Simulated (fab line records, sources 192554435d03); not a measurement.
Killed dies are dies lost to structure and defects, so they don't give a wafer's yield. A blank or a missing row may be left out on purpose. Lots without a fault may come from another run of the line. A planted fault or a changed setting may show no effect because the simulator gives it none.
Chamber matching | flow n5_finfet | N5_SD_EPI_P_ETCH_16 on rie_diel-01: 4 sister chambers
The step etches SiO2 in CHF3/O2, target depth 5 nm. 30 wafers are shown with their chamber, then 12 later ones without.

WAFERS WITH THEIR CHAMBER
wafer  | chamber | drypump_motor_current_A (A) | showerhead_plenum_p_Torr (Torr) | rf_vpp_V (V)
L077.1 | 3       | 5.6                         | 2.53                            | 534
L077.2 | 0       | 5.0                         | 2.40                            | 518
L077.3 | 1       | 5.8                         | 2.37                            | 509
L078.1 | 2       | 5.2                         | 2.34                            | 529
L078.5 | 0       | 5.0                         | 2.40                            | 516
L078.6 | 3       | 5.6                         | 2.53                            | 535
L079.3 | 3       | 5.6                         | 2.53                            | 535
L079.5 | 0       | 5.0                         | 2.40                            | 517
L079.6 | 3       | 5.6                         | 2.53                            | 535
L080.3 | 3       | 5.6                         | 2.53                            | 536
L080.4 | 0       | 5.0                         | 2.40                            | 518
L080.6 | 1       | 5.8                         | 2.36                            | 509
L082.2 | 0       | 5.0                         | 2.40                            | 517
L082.3 | 2       | 5.2                         | 2.34                            | 530
L082.6 | 0       | 5.0                         | 2.40                            | 517
L083.2 | 3       | 5.6                         | 2.52                            | 534
L083.5 | 0       | 4.9                         | 2.39                            | 518
L083.6 | 1       | 5.8                         | 2.36                            | 509
L084.1 | 3       | 5.6                         | 2.52                            | 535
L084.3 | 1       | 5.8                         | 2.36                            | 509
L084.5 | 1       | 5.8                         | 2.36                            | 509
L085.1 | 2       | 5.2                         | 2.33                            | 528
L085.3 | 3       | 5.6                         | 2.52                            | 534
L085.4 | 1       | 5.7                         | 2.36                            | 510
L086.2 | 2       | 5.2                         | 2.33                            | 528
L086.4 | 1       | 5.8                         | 2.36                            | 509
L086.5 | 1       | 5.7                         | 2.36                            | 508
L088.2 | 1       | 5.8                         | 2.36                            | 508
L088.5 | 0       | 5.0                         | 2.39                            | 517
L088.6 | 3       | 5.6                         | 2.52                            | 535

SIGNATURES (means of the wafers above)
reading                  | chamber 0 | chamber 1 | chamber 2 | chamber 3 | scatter within a chamber
drypump_motor_current_A  | 4.987     | 5.778     | 5.200     | 5.600     | 0.0306
showerhead_plenum_p_Torr | 2.3975    | 2.3611    | 2.3350    | 2.5256    | 0.00465
rf_vpp_V                 | 517.25    | 508.89    | 528.75    | 534.78    | 0.699
Rule: a wafer's distance from a chamber is the root of the sum, over the readings, of the square of ((its reading less the chamber's mean) divided by the reading's scatter). The wafer belongs to the nearest chamber; if the next one is less than 2 further off, it can't be placed. The scatter: the root of (the sum of the squares of (reading less its chamber's mean) over the shown wafers, divided by (wafers less chambers)).

WAFERS WITHOUT THEIR CHAMBER
wafer  | drypump_motor_current_A (A) | showerhead_plenum_p_Torr (Torr) | rf_vpp_V (V)
L089.1 | 5.7                         | 2.36                            | 509
L089.4 | 5.6                         | 2.52                            | 533
L089.6 | 5.2                         | 2.33                            | 529
L091.2 | 5.0                         | 2.39                            | 517
L091.5 | 5.0                         | 2.39                            | 518
L091.6 | 5.8                         | 2.35                            | 509
L092.4 | 5.8                         | 2.35                            | 507
L092.5 | 5.8                         | 2.35                            | 510
L092.6 | 5.2                         | 2.33                            | 528
L097.2 | 5.8                         | 2.35                            | 509
L097.3 | 5.2                         | 2.32                            | 528
L097.5 | 5.8                         | 2.35                            | 508

WHICH CHAMBER EACH WENT THROUGH
wafer  | from the rows above | in truth
L089.1 | 1                   | 1
L089.4 | 3                   | 3
L089.6 | 2                   | 2
L091.2 | 0                   | 0
L091.5 | 0                   | 0
L091.6 | 1                   | 1
L092.4 | 1                   | 1
L092.5 | 1                   | 1
L092.6 | 2                   | 2
L097.2 | 1                   | 1
L097.3 | 2                   | 2
L097.5 | 1                   | 1
Placed correctly: 12 of 12. Can't be placed from these rows: 0. Placed wrongly: 0.
